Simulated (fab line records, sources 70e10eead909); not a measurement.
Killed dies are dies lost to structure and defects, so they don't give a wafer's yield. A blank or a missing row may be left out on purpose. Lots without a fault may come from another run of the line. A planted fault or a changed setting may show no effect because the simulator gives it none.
fab line records | flow nand_harc | part 1 of 2: steps 1 to 23 of 29
record lots=5 wafers=15 last_day=32
route steps=1302 shown A_ONON_D1@447 A_CHANNEL_HOLE_D1@450
lots that met no fault: from a run of the same line without faults
start_h: hours from the record's first day to the start of the lot's first wafer shown | wait_h: hours since the lot's step before | " the same as in the row above | L1.1+2: a row that stands for several wafers | - no value, or no start given | * or withheld: withheld | < > ~ a bound
route shown NAME@n: a module of which the file shows steps, and the number in the route of the first | usual: mean/standard deviation of fault-free wafers | same: alike in all rows | chamber/n: place in a boat | sites: the reading at each site | _std_site: their standard deviation | _edge_site: outer sites' mean less inner sites' | radius_mm: how far each site lies from the wafer's centre | mask NAME#n: copy n | behind: the tool/chamber that last shaped the wafer | hold: why the lot was held/for how many hours/how that ended | device: the transistor (n, p or np) that didn't switch | end of line: the same wafers' tests at the end of the route | a step without rows: its recipe alone | killed: dies lost to structure and defects at the first sort, not the wafer's yield | map: a wafer's dies, x killed, . not, _ none there
set.NAME: the setting as run; set.NAME@STEP: as run at that earlier step | model.NAME: the simulator's own value behind a step, which no gauge read
lots at some steps of the route; a table a step, a row a wafer
services: from which hour (start_h, from the record's first day; less than 0 if before it) a tool's chamber was out of use, for how many hours, and why
## steps
# step NHARC_A_ONON_D1_THK_MEAS_34
# recipe thk_meas_gauge=ellipsometry
# usual thk_nm=201.0/2.9
# columns lot.wafer tool chamber start_h wait_h thk_nm
L080.1 film_metro-02 - 235.53 - 198.9
L080.4 " - " " 200.5
L080.5 " - " " 202.8
L090.3 film_metro-02 - 337.43 - 200.3
L090.4 " - " " 205.3
L090.5 " - " " 204.8
L091.2 film_metro-01 - 343.08 - 199.0
L091.4 " - " " 204.6
L091.6 " - " " 205.8
L094.1 film_metro-01 - 375.78 - 195.4
L094.3 " - " " 195.2
L094.6 " - " " 201.3
L095.2 film_metro-01 - 375.98 - 200.8
L095.4 " - " " 204.1
L095.5 " - " " 204.7
# step NHARC_A_ONON_D1_INSPECT_32
# usual raw_defect_count=72/32
# columns lot.wafer tool chamber start_h wait_h raw_defect_count
L080.1 defect_inspect-01 - 235.59 0.0 44
L080.4 " - " " 135
L080.5 " - " " 51
L090.3 defect_inspect-01 - 337.51 0.0 136
L090.4 " - " " 108
L090.5 " - " " 70
L091.2 defect_inspect-02 - 343.15 0.0 87
L091.4 " - " " 64
L091.6 " - " " 48
L094.1 defect_inspect-02 - 375.85 0.0 71
L094.3 " - " " 62
L094.6 " - " " 131
L095.2 defect_inspect-02 - 376.04 0.0 83
L095.4 " - " " 43
L095.5 " - " " 66
# step NHARC_A_CHANNEL_HOLE_D1_DEP_00
# recipe target_thk_a=31000 temp_c=400 material=aC
# usual throttle_valve_pct=35.001/0.0095
# columns lot.wafer tool chamber start_h wait_h throttle_valve_pct
L080.1 acl_dep-01 0 235.66 0.1 34.988
L080.4 " 0 " " 34.991
L080.5 " 0 " " 34.997
L090.3 acl_dep-01 0 339.53 2.0 35.001
L090.4 " 0 " " 35.000
L090.5 " 0 " " 34.997
L091.2 acl_dep-03 0 344.61 1.5 35.006
L091.4 " 0 " " 34.994
L091.6 " 0 " " 35.016
L094.1 acl_dep-03 0 376.04 0.2 35.000
L094.3 " 0 " " 34.992
L094.6 " 0 " " 34.999
L095.2 acl_dep-02 0 377.96 1.9 34.985
L095.4 " 0 " " 35.008
L095.5 " 0 " " 35.014
# step NHARC_A_CHANNEL_HOLE_D1_DEP_01
# recipe target_thk_a=1400 target_thk_nm=140 temp_c=400 pressure_torr=3.5 flow_sccm=200 rf_w=350 material=SiON
# usual heater_power_outer_w=455/54 heater_power_w=747/66
# columns lot.wafer tool chamber start_h wait_h heater_power_outer_w heater_power_w
L080.1 pecvd-03 1 237.90 1.9 395 646
L080.4 " 0 " " 464 767
L080.5 " 1 " " 413 640
L090.3 pecvd-01 0 340.91 1.1 472 742
L090.4 " 2 " " 410 693
L090.5 " 0 " " 484 752
L091.2 pecvd-02 2 346.21 1.3 444 711
L091.6 " 2 " " 438 740
L091.4 " 0 " " 389 656
L094.1 pecvd-01 1 377.98 1.6 436 714
L094.3 " 0 " " 530 827
L094.6 " 2 " " 505 813
L095.2 pecvd-01 0 379.57 1.3 487 774
L095.5 " 0 " " 498 789
L095.4 " 2 " " 448 755
# step NHARC_A_CHANNEL_HOLE_D1_DEHYDRATE_02
# recipe temp_c=150 time_s=120
# usual plate_temp_C=150.00/0.15
# columns lot.wafer tool chamber start_h wait_h plate_temp_C
L080.1 litho_track-06 0 238.12 0.2 150.03
L080.4 " 0 " " 149.91
L080.5 " 0 " " 150.11
L090.3 litho_track-06 0 341.15 0.2 149.85
L090.4 " 0 " " 149.84
L090.5 " 0 " " 149.86
L091.2 litho_track-01 0 346.48 0.2 150.25
L091.4 " 0 " " 150.02
L091.6 " 0 " " 150.10
L094.1 litho_track-06 0 378.25 0.2 150.07
L094.3 " 0 " " 150.12
L094.6 " 0 " " 150.26
L095.2 litho_track-06 0 379.84 0.2 150.20
L095.4 " 0 " " 150.25
L095.5 " 0 " " 149.79
# step NHARC_A_CHANNEL_HOLE_D1_HMDS_03
# recipe time_s=30
# columns lot.wafer tool chamber start_h wait_h
L080.1+4+5 litho_track-06 0 - -
L090.3+4+5 litho_track-06 0 - -
L091.2+4+6 litho_track-01 0 - -
L094.1+3+6 litho_track-06 0 - -
L095.2+4+5 litho_track-06 0 - -
# step NHARC_A_CHANNEL_HOLE_D1_COAT_36
# recipe temp_c=260 time_s=75
# usual plate_temp_C=260.00/0.16
# columns lot.wafer tool chamber start_h wait_h plate_temp_C
L080.1 litho_track-06 0 - - 260.06
L080.4 " 0 " " 260.08
L080.5 " 0 " " 260.06
L090.3 litho_track-06 0 - - 260.09
L090.4 " 0 " " 259.94
L090.5 " 0 " " 259.84
L091.2 litho_track-01 0 - - 260.17
L091.4 " 0 " " 260.22
L091.6 " 0 " " 260.17
L094.1 litho_track-06 0 - - 259.67
L094.3 " 0 " " 260.23
L094.6 " 0 " " 259.86
L095.2 litho_track-06 0 - - 260.10
L095.4 " 0 " " 259.99
L095.5 " 0 " " 259.98
# step NHARC_A_CHANNEL_HOLE_D1_COAT_37
# recipe temp_c=225 time_s=65
# usual plate_temp_C=225.00/0.18
# columns lot.wafer tool chamber start_h wait_h plate_temp_C
L080.1 litho_track-06 0 - - 225.01
L080.4 " 0 " " 224.70
L080.5 " 0 " " 224.67
L090.3 litho_track-06 0 - - 225.18
L090.4 " 0 " " 225.15
L090.5 " 0 " " 225.19
L091.2 litho_track-01 0 - - 224.98
L091.4 " 0 " " 225.12
L091.6 " 0 " " 225.19
L094.1 litho_track-06 0 - - 224.86
L094.3 " 0 " " 224.85
L094.6 " 0 " " 224.92
L095.2 litho_track-06 0 - - 225.07
L095.4 " 0 " " 224.99
L095.5 " 0 " " 224.88
# step NHARC_A_CHANNEL_HOLE_D1_COAT_04
# recipe spin_rpm=1500 resist_thk_nm=90
# usual spin_speed_rpm=1499.9/0.92
# columns lot.wafer tool chamber start_h wait_h spin_speed_rpm
L080.1 litho_track-06 0 - - 1499.7
L080.4 " 0 " " 1498.7
L080.5 " 0 " " 1500.4
L090.3 litho_track-06 0 - - 1496.9
L090.4 " 0 " " 1499.4
L090.5 " 0 " " 1499.8
L091.2 litho_track-01 0 - - 1499.1
L091.4 " 0 " " 1497.9
L091.6 " 0 " " 1499.7
L094.1 litho_track-06 0 - - 1500.6
L094.3 " 0 " " 1499.1
L094.6 " 0 " " 1499.1
L095.2 litho_track-06 0 - - 1501.1
L095.4 " 0 " " 1499.4
L095.5 " 0 " " 1501.5
# step NHARC_A_CHANNEL_HOLE_D1_SOFTBAKE_05
# recipe temp_c=105 time_s=55
# usual plate_temp_C=105.01/0.12
# columns lot.wafer tool chamber start_h wait_h plate_temp_C
L080.1 litho_track-06 0 - - 104.84
L080.4 " 0 " " 104.97
L080.5 " 0 " " 104.83
L090.3 litho_track-06 0 - - 104.97
L090.4 " 0 " " 105.13
L090.5 " 0 " " 105.07
L091.2 litho_track-01 0 - - 105.01
L091.4 " 0 " " 105.07
L091.6 " 0 " " 105.05
L094.1 litho_track-06 0 - - 105.22
L094.3 " 0 " " 104.90
L094.6 " 0 " " 105.18
L095.2 litho_track-06 0 - - 104.83
L095.4 " 0 " " 104.88
L095.5 " 0 " " 104.97
# step NHARC_A_CHANNEL_HOLE_D1_EBR_06
# columns lot.wafer tool chamber start_h wait_h
L080.1+4+5 litho_track-06 0 - -
L090.3+4+5 litho_track-06 0 - -
L091.2+4+6 litho_track-01 0 - -
L094.1+3+6 litho_track-06 0 - -
L095.2+4+5 litho_track-06 0 - -
# step NHARC_A_CHANNEL_HOLE_D1_EXPOSE_07
# recipe na=1.35 target_cd_nm=100 sigma_outer=0.3 dose_mj=59.65 mask_id=HOLE_D1
# columns lot.wafer tool chamber start_h wait_h mask
L080.1+4+5 arfi_scanner-03 0 238.43 - HOLE_D1#0
L090.3+4+5 arfi_scanner-01 0 341.47 - HOLE_D1#0
L091.2+4+6 arfi_scanner-01 0 346.67 - HOLE_D1#0
L094.1+3+6 arfi_scanner-01 0 378.55 - HOLE_D1#0
L095.2+4+5 arfi_scanner-02 0 380.16 - HOLE_D1#0
# step NHARC_A_CHANNEL_HOLE_D1_PEB_08
# recipe peb_temp_c=100 peb_time_s=65
# usual plate_temp_C=99.98/0.13
# columns lot.wafer tool chamber start_h wait_h plate_temp_C
L080.1 litho_track-06 0 238.49 0.1 100.09
L080.4 " 0 " " 99.89
L080.5 " 0 " " 99.88
L090.3 litho_track-06 0 341.52 0.0 100.21
L090.4 " 0 " " 100.06
L090.5 " 0 " " 100.00
L091.2 litho_track-04 0 346.72 0.1 100.05
L091.4 " 0 " " 99.87
L091.6 " 0 " " 100.09
L094.1 litho_track-01 0 378.61 0.1 99.85
L094.3 " 0 " " 99.98
L094.6 " 0 " " 100.01
L095.2 litho_track-01 0 380.22 0.1 100.07
L095.4 " 0 " " 100.09
L095.5 " 0 " " 99.78
# step NHARC_A_CHANNEL_HOLE_D1_DEVELOP_09
# recipe develop_time_s=35 dev_temp_c=23
# columns lot.wafer tool chamber start_h wait_h
L080.1+4+5 litho_track-06 0 - -
L090.3+4+5 litho_track-06 0 - -
L091.2+4+6 litho_track-04 0 - -
L094.1+3+6 litho_track-01 0 - -
L095.2+4+5 litho_track-01 0 - -
# step NHARC_A_CHANNEL_HOLE_D1_CD_MEAS_10
# recipe target_cd_nm=100 landing_energy_ev=500
# usual cd_nm=100.0/0.5
# same landing_energy_ev=500
# columns lot.wafer tool chamber start_h wait_h cd_nm
L080.1 cd_sem-03 0 238.56 - 99.8
L080.4 " 0 " " 99.7
L080.5 " 0 " " 99.5
L090.3 cd_sem-01 0 341.60 - 99.3
L090.4 " 0 " " 99.1
L090.5 " 0 " " 99.2
L091.2 cd_sem-01 0 346.80 - 100.3
L091.4 " 0 " " 99.1
L091.6 " 0 " " 99.2
L094.1 cd_sem-01 0 378.69 - 101.0
L094.3 " 0 " " 100.6
L094.6 " 0 " " 100.8
L095.2 cd_sem-02 0 380.30 - 100.2
L095.4 " 0 " " 100.6
L095.5 " 0 " " 100.5
# step NHARC_A_CHANNEL_HOLE_D1_OVL_MEAS_11
# usual overlay_x_nm=-0.2/0.74 overlay_y_nm=-0.1/0.99
# columns lot.wafer tool chamber start_h wait_h overlay_x_nm overlay_y_nm
L080.1 overlay-02 - 238.65 - -0.2 -0.9
L080.4 " - " " 0.3 -1.2
L080.5 " - " " -0.1 -0.6
L090.3 overlay-02 - 341.69 - 1.1 1.2
L090.4 " - " " 1.4 0.9
L090.5 " - " " 1.2 1.2
L091.2 overlay-01 - 346.89 - -1.1 0.3
L091.4 " - " " -0.6 -0.5
L091.6 " - " " -0.3 -0.4
L094.1 overlay-01 - 378.78 - -0.8 1.0
L094.3 " - " " -0.6 0.3
L094.6 " - " " -0.8 0.0
L095.2 overlay-01 - 380.39 - 0.7 -0.6
L095.4 " - " " 0.8 -0.5
L095.5 " - " " 0.5 -1.0
# step NHARC_A_CHANNEL_HOLE_D1_INSPECT_12
# usual raw_defect_count=5.5/3
# columns lot.wafer tool chamber start_h wait_h raw_defect_count
L080.1 defect_inspect-01 - 238.69 0.0 5
L080.4 " - " " 8
L080.5 " - " " 5
L090.3 defect_inspect-02 - 341.73 0.0 9
L090.4 " - " " 14
L090.5 " - " " 3
L091.2 defect_inspect-01 - 346.93 0.0 5
L091.4 " - " " 3
L091.6 " - " " 3
L094.1 defect_inspect-02 - 378.82 0.0 6
L094.3 " - " " 2
L094.6 " - " " 6
L095.2 defect_inspect-02 - 380.42 0.0 8
L095.4 " - " " 5
L095.5 " - " " 9
# step NHARC_A_CHANNEL_HOLE_D1_DESCUM_15
# recipe time_s=3 o2_flow_sccm=200 ar_flow_sccm=0 bias_power_w=0 chemistry=O2
# usual drypump_motor_current_A=5.7/0.39 oes_product_au=1.000/0.0094 rf_vpp_V=57.7/0.88 showerhead_plenum_p_Torr=1.87/0.059 throttle_valve_pct=11.311/0.01
# columns lot.wafer tool chamber start_h wait_h drypump_motor_current_A oes_product_au rf_hours_counter_h rf_vpp_V showerhead_plenum_p_Torr throttle_valve_pct
L080.1 rie_diel-13 2 238.76 0.1 5.2 0.996 6 56.4 1.93 11.319
L080.4 " 3 " " 5.4 1.003 5 57.5 1.97 11.334
L080.5 " 2 " " 5.2 1.006 - 56.5 1.93 11.308
L090.3 rie_diel-13 2 341.79 0.1 5.3 0.990 13 58.0 1.93 11.301
L090.4 " 0 " " 5.8 0.985 11 58.5 1.80 11.289
L090.5 " 2 " " 5.3 0.978 - 57.4 1.93 11.319
L091.2 rie_diel-01 3 346.99 0.1 5.7 0.990 42 57.2 1.85 11.311
L091.4 " 1 " " 6.1 0.995 41 57.4 1.89 11.308
L091.6 " 0 " " 5.4 0.984 - 56.6 1.88 11.316
L094.3 rie_diel-01 2 378.90 0.1 6.1 0.988 57 57.9 1.83 11.319
L094.1 " 3 " " 5.7 0.995 53 56.7 1.84 11.313
L094.6 " 1 " " 6.1 1.003 - 56.9 1.88 11.303
L095.4 rie_diel-10 0 380.48 0.1 5.8 0.996 34 56.6 1.89 11.319
L095.2 " 1 " " 5.6 0.988 33 56.5 1.77 11.307
L095.5 " 1 " " 5.6 0.988 - 56.4 1.77 11.295
# step NHARC_A_CHANNEL_HOLE_D1_ETCH_38
# recipe target_depth_a=390 over_etch_frac=0.3 time_s=65 ion_energy_ev=80 cf4_flow_sccm=150 ar_flow_sccm=0 rf_w=300 bias_w=100 chemistry=CF4
# usual drypump_motor_current_A=5.8/0.4 oes_product_au=1.001/0.0093 rf_vpp_V=150.8/1 showerhead_plenum_p_Torr=1.73/0.05 throttle_valve_pct=13.283/0.0088
# columns lot.wafer tool chamber start_h wait_h drypump_motor_current_A oes_product_au rf_hours_counter_h rf_vpp_V showerhead_plenum_p_Torr throttle_valve_pct
L080.4 rie_diel-13 1 238.84 0.1 6.5 1.016 5 149.4 1.68 13.280
L080.1 " 0 " " 5.8 1.003 3 149.8 1.67 13.295
L080.5 " 1 " " 6.5 1.014 - 150.7 1.68 13.269
L090.3 rie_diel-13 1 341.87 0.1 6.5 1.009 13 147.8 1.68 13.275
L090.4 " 0 " " 5.8 1.005 11 149.4 1.67 13.298
L090.5 " 2 " " 5.3 0.994 - 152.0 1.78 13.277
L091.4 rie_diel-01 1 347.07 0.1 6.1 1.005 41 150.6 1.75 13.286
L091.2 " 0 " " 5.5 1.000 47 151.2 1.74 13.284
L091.6 " 2 " " 6.1 1.002 - 149.4 1.70 13.289
L094.3 rie_diel-01 1 378.99 0.1 6.1 0.999 54 151.4 1.74 13.278
L094.1 " 2 " " 6.1 0.993 57 149.5 1.70 13.278
L094.6 " 0 " " 5.4 1.002 - 151.4 1.74 13.278
L095.2 rie_diel-10 2 380.57 0.1 5.2 0.989 35 151.2 1.78 13.283
L095.4 " 0 " " 5.8 0.995 34 150.7 1.75 13.289
L095.5 " 3 " " 6.0 1.013 - 151.8 1.77 13.269
# step NHARC_A_CHANNEL_HOLE_D1_ETCH_39
# recipe target_depth_a=2600 over_etch_frac=0.3 time_s=325 ion_energy_ev=200 n2_flow_sccm=150 h2_flow_sccm=150 ar_flow_sccm=0 rf_w=400 bias_w=150 chemistry=N2/H2
# usual drypump_motor_current_A=5.8/0.39 oes_product_au=1.000/0.009 rf_vpp_V=429.4/1.9 showerhead_plenum_p_Torr=2.00/0.064 throttle_valve_pct=14.172/0.0085
# columns lot.wafer tool chamber start_h wait_h drypump_motor_current_A oes_product_au rf_hours_counter_h rf_vpp_V showerhead_plenum_p_Torr throttle_valve_pct
L080.4 rie_diel-13 1 - - 6.5 1.017 5 427.8 1.93 14.167
L080.1 " 3 " " 5.4 0.994 5 432.4 2.11 14.175
L080.5 " 1 " " 6.5 0.999 - 427.8 1.93 14.175
L090.3 rie_diel-13 3 - - 5.4 0.999 13 431.5 2.10 14.192
L090.4 " 0 " " 5.8 0.991 11 427.3 1.91 14.180
L090.5 " 0 " " 5.8 0.999 - 428.1 1.91 14.172
L091.4 rie_diel-01 2 - - 6.1 1.013 44 427.9 1.95 14.166
L091.2 " 0 " " 5.5 1.010 47 428.5 2.00 14.177
L091.6 " 3 " " 5.7 1.009 - 429.1 1.97 14.164
L094.1 rie_diel-01 3 - - 5.7 1.007 54 428.2 1.96 14.166
L094.3 " 1 " " 6.1 1.001 54 428.9 2.01 14.166
L094.6 " 3 " " 5.7 1.004 - 428.1 1.96 14.212
L095.4 rie_diel-10 0 - - 5.8 0.992 34 430.2 2.02 14.177
L095.2 " 1 " " 5.6 0.983 33 427.1 1.88 14.159
L095.5 " 3 " " 6.0 1.017 - 429.8 2.05 14.171
# step NHARC_A_CHANNEL_HOLE_D1_ETCH_34
# recipe target_depth_a=1540 time_s=77 cf4_flow_sccm=100 chf3_flow_sccm=30 ar_flow_sccm=0 rf_w=500 bias_w=200 chemistry=CF4/CHF3
# usual chf3_flow_sccm=30.00/0.08 drypump_motor_current_A=5.7/0.38 oes_product_au=0.951/0.024 rf_vpp_V=369.6/1.6 showerhead_plenum_p_Torr=1.54/0.045 throttle_valve_pct=16.801/0.0085
# columns lot.wafer tool chamber start_h wait_h chf3_flow_sccm drypump_motor_current_A oes_product_au rf_hours_counter_h rf_vpp_V showerhead_plenum_p_Torr throttle_valve_pct
L080.4 rie_diel-13 3 - - 30.10 5.4 0.914 5 371.5 1.62 16.815
L080.1 " 2 " " 29.91 5.3 0.922 6 370.8 1.58 16.796
L080.5 " 0 " " 29.90 5.8 0.922 - 366.9 1.48 16.790
L090.4 rie_diel-10 3 342.22 - 30.08 6.0 1.013 25 370.4 1.58 16.813
L090.3 " 2 " " 30.03 5.2 1.004 21 369.9 1.59 16.809
L090.5 " 3 " " 30.00 6.0 1.008 - 370.5 1.58 16.799
L091.4 rie_diel-01 1 - - 30.14 6.1 0.975 41 369.7 1.55 16.795
L091.2 " 3 " " 30.10 5.7 0.966 42 370.1 1.52 16.795
L091.6 " 1 " " 29.99 6.0 0.990 - 370.2 1.55 16.801
L094.1 rie_diel-01 1 - - 30.02 6.1 0.915 54 370.4 1.55 16.816
L094.3 " 2 " " 30.00 6.1 0.930 57 369.5 1.51 16.804
L094.6 " 3 " " 29.86 5.7 0.931 - 366.4 1.52 16.791
L095.2 rie_diel-10 1 - - 29.96 5.6 0.906 33 366.4 1.46 16.799
L095.4 " 3 " " 29.82 6.0 0.934 42 371.4 1.58 16.805
L095.5 " 2 " " 29.97 5.2 0.940 - 370.9 1.58 16.816
# step NHARC_A_CHANNEL_HOLE_D1_ETCH_16
# recipe target_depth_a=31000 over_etch_frac=0.3 time_s=806 ion_energy_ev=150 o2_flow_sccm=400 cos_flow_sccm=20 ar_flow_sccm=0 rf_w=500 bias_w=300 chemistry=O2/COS
# usual drypump_motor_current_A=5.7/0.39 oes_product_au=1.001/0.0096 rf_vpp_V=313.3/1.6 showerhead_plenum_p_Torr=3.07/0.09 throttle_valve_pct=28.329/0.0091
# columns lot.wafer tool chamber start_h wait_h drypump_motor_current_A oes_product_au rf_hours_counter_h rf_vpp_V showerhead_plenum_p_Torr throttle_valve_pct
L080.1 rie_diel-13 2 - - 5.3 0.997 6 313.5 3.14 28.330
L080.4 " 0 " " 5.8 1.008 3 311.2 2.94 28.336
L080.5 " 2 " " 5.2 0.994 - 313.3 3.15 28.325
L090.3 rie_diel-10 3 - - 6.0 1.012 25 316.0 3.14 28.329
L090.4 " 0 " " 5.8 1.004 20 315.2 3.09 28.336
L090.5 " 2 " " 5.2 1.002 - 314.3 3.15 28.332
L091.2 rie_diel-01 3 - - 5.7 1.013 42 311.9 3.02 28.319
L091.4 " 1 " " 6.1 1.010 41 313.1 3.08 28.342
L091.6 " 3 " " 5.7 1.006 - 312.2 3.02 28.340
L094.1 rie_diel-01 0 - - 5.4 1.000 59 315.8 3.06 28.327
L094.3 " 3 " " 5.7 1.003 54 311.5 3.02 28.329
L094.6 " 1 " " 6.1 1.000 - 314.1 3.07 28.332
L095.2 rie_diel-10 2 - - 5.1 1.002 36 314.5 3.14 28.307
L095.4 " 3 " " 6.0 1.005 42 315.2 3.13 28.325
L095.5 " 2 " " 5.2 0.988 - 314.4 3.14 28.335
# step NHARC_A_CHANNEL_HOLE_D1_CD_MEAS_18
# usual cd_nm=99.2/2.1
# columns lot.wafer tool chamber start_h wait_h cd_nm
L080.1 cd_sem-01 - 240.02 - 99.4
L080.4 " - " " 100.8
L080.5 " - " " 100.0
L090.3 cd_sem-02 - 342.90 - 98.7
L090.4 " - " " 97.8
L090.5 " - " " 97.9
L091.2 cd_sem-03 - 348.10 - 97.3
L091.4 " - " " 101.2
L091.6 " - " " 96.5
L094.1 cd_sem-03 - 380.10 - 97.6
L094.3 " - " " 100.0
L094.6 " - " " 99.6
L095.2 cd_sem-02 - 381.60 - 98.3
L095.4 " - " " 99.8
L095.5 " - " " 100.0
